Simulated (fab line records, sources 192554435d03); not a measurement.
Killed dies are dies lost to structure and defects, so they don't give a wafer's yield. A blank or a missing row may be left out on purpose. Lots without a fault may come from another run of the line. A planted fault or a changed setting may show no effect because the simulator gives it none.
Chamber matching | flow n5_finfet | N5_SDB_DESCUM_16 on rie_diel-01: 4 sister chambers
The step chemistry O2, time 7.9 s. 8 wafers are shown with their chamber, then 9 later ones without.

WAFERS WITH THEIR CHAMBER
wafer  | chamber | throttle_valve_pct (%) | drypump_motor_current_A (A)
L078.3 | 3       | 20.28                  | 5.3
L078.5 | 0       | 20.11                  | 6.4
L079.3 | 1       | 20.44                  | 5.3
L079.4 | 3       | 20.28                  | 5.3
L079.6 | 2       | 20.75                  | 5.0
L080.1 | 2       | 20.75                  | 5.0
L080.3 | 0       | 20.12                  | 6.4
L080.6 | 1       | 20.45                  | 5.2

WAFERS WITHOUT THEIR CHAMBER
wafer  | throttle_valve_pct (%) | drypump_motor_current_A (A)
L082.1 | 20.13                  | 6.4
L082.2 | 20.46                  | 5.2
L082.4 | 20.29                  | 5.3
L086.1 | 20.47                  | 5.2
L086.3 | 20.16                  | 6.4
L086.6 | 20.48                  | 5.2
L093.1 | 20.49                  | 5.2
L093.2 | 20.16                  | 6.4
L093.4 | 20.30                  | 5.4

WHICH CHAMBER EACH WENT THROUGH
wafer  | from the rows above | in truth
L082.1 | 0                   | 0
L082.2 | 1                   | 1
L082.4 | 3                   | 3
L086.1 | 1                   | 1
L086.3 | 0                   | 0
L086.6 | 1                   | 1
L093.1 | 1                   | 1
L093.2 | 0                   | 0
L093.4 | 3                   | 3
Placed correctly: 9 of 9. Can't be placed from these rows: 0. Placed wrongly: 0.
How it was worked out, from the rows above alone: a wafer's distance from a chamber is the root of the sum, over the readings, of the square of ((its reading less the chamber's mean) divided by the reading's scatter). The wafer belongs to the nearest chamber; if the next one is less than 2 further off, it can't be placed. A chamber's mean is the mean of its shown wafers. The scatter: the root of (the sum of the squares of (reading less its chamber's mean) over the shown wafers, divided by (wafers less chambers)).
